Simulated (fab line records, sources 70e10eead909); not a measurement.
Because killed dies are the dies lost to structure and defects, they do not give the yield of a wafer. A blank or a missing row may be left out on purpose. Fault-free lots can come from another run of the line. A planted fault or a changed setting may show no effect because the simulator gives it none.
What tool caused it? | flow nand harc | Sampling: 13 lots, 39 wafers, 6 of 1302 route steps

WHAT THE GAUGES READ, wafer by wafer
NHARC_A_ZERO_WELL_CD_MEAS_10: the cd target is 2000 nm. Usual: cd nm reads 1999.5 nm (standard deviation 2.2).
lot  | measured     | on        | cd nm (nm)           | flag
L243 | day 6 18:23  | cd sem-01 | 2000.5 1999.3 1998.8 |
L244 | day 7 02:10  | cd sem-02 | 1997.5 1998.6 1998.1 |
L245 | day 7 18:59  | cd sem-01 | 1997.4 1999.5 1998.8 |
L247 | day 8 15:37  | cd sem-03 | 1999.0 1999.6 1999.1 |
L250 | day 9 13:03  | cd sem-01 | 1995.7 2000.8 1998.3 |
L252 | day 10 17:41 | cd sem-02 | 1995.7 1996.7 1998.4 |
L253 | day 10 21:55 | cd sem-03 | 1998.9 1997.2 1998.9 |
L254 | day 11 04:45 | cd sem-02 | 1997.1 2001.0 2002.1 |
L255 | day 11 16:02 | cd sem-03 | 2001.0 1999.0 2003.3 |
L259 | day 13 08:27 | cd sem-03 | 1998.0 1997.8 1995.1 |
L260 | day 13 17:40 | cd sem-02 | 1998.4 2003.0 2002.3 |
L261 | day 14 02:25 | cd sem-03 | 2001.7 2000.0 1998.0 |
L266 | day 16 04:41 | cd sem-03 | 1997.8 1999.0 2001.9 |

NHARC_A_ZERO_WELL_INSPECT_17. Usual: raw defect count reads 11 (standard deviation 6.1).
lot  | measured     | on                | raw defect count | flag
L243 | day 6 19:51  | defect inspect-02 | 11 17 11         |
L244 | day 7 03:39  | defect inspect-02 | 10 14 7          |
L245 | day 7 20:28  | defect inspect-01 | 13 9 15          |
L247 | day 8 17:07  | defect inspect-02 | 4 12 3           |
L250 | day 9 14:31  | defect inspect-02 | 2 15 10          |
L252 | day 10 22:21 | defect inspect-01 | 21 14 12         |
L253 | day 10 23:29 | defect inspect-01 | 10 7 5           |
L254 | day 11 06:16 | defect inspect-01 | 20 16 8          |
L255 | day 11 17:33 | defect inspect-02 | 16 2 15          |
L259 | day 13 09:54 | defect inspect-01 | 8 19 4           |
L260 | day 13 19:07 | defect inspect-02 | 9 16 9           |
L261 | day 14 03:57 | defect inspect-01 | 5 20 14          |
L266 | day 16 06:11 | defect inspect-02 | 12 9 6           |

NHARC_A_ONON_D1_THK_MEAS_08: measures by ellipsometry. Usual: thk nm reads 997 nm (standard deviation 11).
lot  | measured     | on            | thk nm (nm)                   | flag
L243 | day 7 17:59  | film metro-01 | 1017 1016 1017                |
L244 | day 8 06:02  | film metro-01 | 1007 1009 1005                |
L245 | day 8 19:35  | film metro-02 | 986 988 986                   |
L247 | day 9 14:46  | film metro-01 | 1002 1006 1001                |
L250 | day 10 12:56 | film metro-02 | 997 997 997                   |
L252 | day 11 21:20 | film metro-02 | 1009 1010 1011                |
L253 | day 11 21:20 | film metro-01 | 995 995 995                   |
L254 | day 12 03:40 | film metro-02 | 994 994 993                   |
L255 | day 12 15:10 | film metro-01 | 995 996 995                   |
L259 | day 14 08:04 | film metro-02 | 1534 1533 1535 1534 1535 1534 | OFF
L260 | day 14 17:04 | film metro-01 | 1000 1000 999                 |
L261 | day 15 01:49 | film metro-01 | 1527 1527 1527 1526 1529 1527 | OFF
L266 | day 17 07:25 | film metro-01 | 991 990 991                   |

NHARC_END_SORT_01. Usual: defect limited yield 91 %, standard deviation 3; killed at array 54, standard deviation 21; killed at other 1.0, standard deviation 1.2; killed at periphery 3.6, standard deviation 2.6; killed dies 58, standard deviation 20; killed open 3.3, standard deviation 1.9; killed short 2.6, standard deviation 1.5; sort_bin_2_pct 3.1 %, standard deviation 1.4; sort_bin_3_pct 0.6 %, standard deviation 0.37; sort_bin_4_pct 4.9 %, standard deviation 1.6; sort n pass 619, standard deviation 20; sort rim yield pct 91 %, standard deviation 4.3; sort yield pct 91 %, standard deviation 3.
lot  | measured     | on        | defect limited yield (%) | killed at array | killed at other | killed at periphery | killed dies | killed open | killed short | sort_bin_2_pct (%) | sort_bin_3_pct (%) | sort_bin_4_pct (%) | sort n pass | sort rim yield pct (%) | sort yield pct (%) | flag
L252 | day 29 05:36 | prober-01 | 87 87 90                 | 81 81 64        | 2 1 1           | 3 4 5               | 86 86 70    | 3 7 5       | 2 1 2        | 4.6 4.7 3.0        | 0.4 0.7 1.5        | 7.7 7.2 5.9        | 591 591 607 | 87 84 86               | 87 87 90           |
L253 | day 28 12:35 | prober-01 | 94 94 94                 | 35 36 37        | 2 2 2           | 3 4 3               | 40 42 42    | 8 4 4       | 3 1 3        | 1.5 1.0 2.4        | 0.4 0.3 0.3        | 4.0 4.9 3.5        | 637 635 635 | 97 91 95               | 94 94 94           |
L254 | day 28 12:41 | prober-02 | 85 90 87                 | 96 63 77        | 0 0 0           | 6 4 10              | 102 67 87   | 4 2 1       | 2 3 3        | 4.4 3.8 5.0        | 1.0 1.0 0.7        | 9.6 5.0 7.1        | 575 610 590 | 89 86 93               | 85 90 87           |
L255 | day 29 15:25 | prober-02 | 97 95                    | 20 24           | 0 1             | 3 8                 | 23 33       | 3 2         | 0 3          | 1.2 1.3            | 0.1 0.4            | 2.1 3.1            | 654 644     | 98 93                  | 97 95              |

WHAT TOOL EACH LOT RAN ON (gives the tool, then ch and the chambers of the sampled wafers, and finally the start)
lot  | NHARC_P_BONDPAD_ACTIVATE_29        | NHARC_A_ONON_D1_DEP_06
L243 | rie diel-11 ch 2,3, day 6 17:16    | pecvd onon-01 ch 0, day 7 17:38
L244 | rie diel-04 ch 0,3, day 7 00:49    | pecvd onon-01 ch 0, day 8 05:38
L245 | rie diel-11 ch 0,1,3, day 7 17:38  | pecvd onon-04 ch 0, day 8 19:05
L247 | rie diel-11 ch 0,2,3, day 8 14:30  | pecvd onon-01 ch 0, day 9 14:22
L250 | rie diel-12 ch 0,2,3, day 9 11:49  | pecvd onon-04 ch 0, day 10 12:26
L252 | rie diel-11 ch 0,1, day 10 16:27   | pecvd onon-01 ch 0, day 11 20:56
L253 | rie diel-11 ch 1,2, day 10 20:37   | pecvd onon-03 ch 0, day 11 20:52
L254 | rie diel-12 ch 0,1,2, day 11 03:32 | pecvd onon-04 ch 0, day 12 03:13
L255 | rie diel-11 ch 1,2,3, day 11 14:47 | pecvd onon-03 ch 0, day 12 14:39
L259 | rie diel-11 ch 0,1,3, day 13 07:20 | pecvd onon-03 ch 0, day 14 07:40
L260 | rie diel-11 ch 1,2,3, day 13 16:25 | pecvd onon-04 ch 0, day 14 16:33
L261 | rie diel-04 ch 0,2,3, day 14 01:19 | pecvd onon-03 ch 0, day 15 01:18
L266 | rie diel-12 ch 0,1,2, day 16 03:30 | pecvd onon-01 ch 0, day 17 06:58
- NHARC_P_BONDPAD_ACTIVATE_29: chemistry N2, time 60 s.
- NHARC_A_ONON_D1_DEP_06: target thk 1000 nm.

AS READ BY THE TOOLS THEMSELVES (means over the sampled wafers that have a number; for cases with no such wafer, the mark the record gives instead)
NHARC_P_BONDPAD_ACTIVATE_29. Usual: drypump motor current A 5.8 A, standard deviation 0.49; oes product au 1.003 a.u., standard deviation 0.0092; rf vpp V 64.2 V, standard deviation 0.9; showerhead plenum p Torr 1.79 Torr, standard deviation 0.067.
lot  | tool        | drypump motor current A (A) | oes product au (a.u.) | rf vpp V (V) | showerhead plenum p Torr (Torr) | flag
L243 | rie diel-11 | 5.9                         | 1.006                 | 64.8         | 1.86                            |
L244 | rie diel-04 | 5.7                         | 1.002                 | 64.2         | 1.78                            |
L245 | rie diel-11 | 6.2                         | 1.001                 | 64.4         | 1.82                            |
L247 | rie diel-11 | 6.2                         | 1.011                 | 64.1         | 1.84                            |
L250 | rie diel-12 | 5.7                         | 1.006                 | 63.7         | 1.74                            |
L252 | rie diel-11 | 6.5                         | 1.001                 | 64.7         | 1.84                            |
L253 | rie diel-11 | 5.9                         | 1.002                 | 64.5         | 1.88                            |
L254 | rie diel-12 | 5.5                         | 1.005                 | 65.0         | 1.78                            |
L255 | rie diel-11 | 5.9                         | 1.008                 | 63.5         | 1.84                            |
L259 | rie diel-11 | 6.2                         | 1.011                 | 64.4         | 1.82                            |
L260 | rie diel-11 | 5.9                         | 1.007                 | 63.9         | 1.84                            |
L261 | rie diel-04 | 5.6                         | 1.001                 | 64.2         | 1.74                            |
L266 | rie diel-12 | 5.5                         | 1.000                 | 64.3         | 1.78                            |

THE ANSWER, worked out from the rows above alone
Rule: take the mean of a lot's wafers that have a number; if it is more than 3 standard deviations from the usual mean, the lot is off. Also off: a lot with no number at a reading for which 4 or more lots have one. Any other lot the step has rows for is counted as sound. Order of review: gauges by route order, followed by the tools' own readings, for which a lot's mean as printed above is used. The first step at which some lot is off is used, and at that step the reading that is off furthest; a lot without a number counts as furthest.
Off: L259, L261 (NHARC_A_ONON_D1_THK_MEAS_08, thk nm).
If a tool, at a process step before that reading, ran all the lots that are off and no sound lot after the first of them, it fits. Gauges at NHARC_A_ONON_D1_THK_MEAS_08: tried the same way as those tools. One candidate fits, namely pecvd onon-03 at NHARC_A_ONON_D1_DEP_06. Its last sound lot is L255 (day 12 14:39), its first lot that is off L259 (day 14 07:40): a fault that began between those two fits.

WHAT THE SIMULATOR HAD INSERTED
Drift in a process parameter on pecvd onon-03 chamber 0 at NHARC_A_ONON_D1_DEP_06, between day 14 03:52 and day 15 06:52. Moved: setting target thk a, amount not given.
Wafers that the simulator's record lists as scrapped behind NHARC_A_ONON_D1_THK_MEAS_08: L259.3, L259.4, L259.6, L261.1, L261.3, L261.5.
Lots struck among those shown: L259, L261. This agrees with what the rule above found.
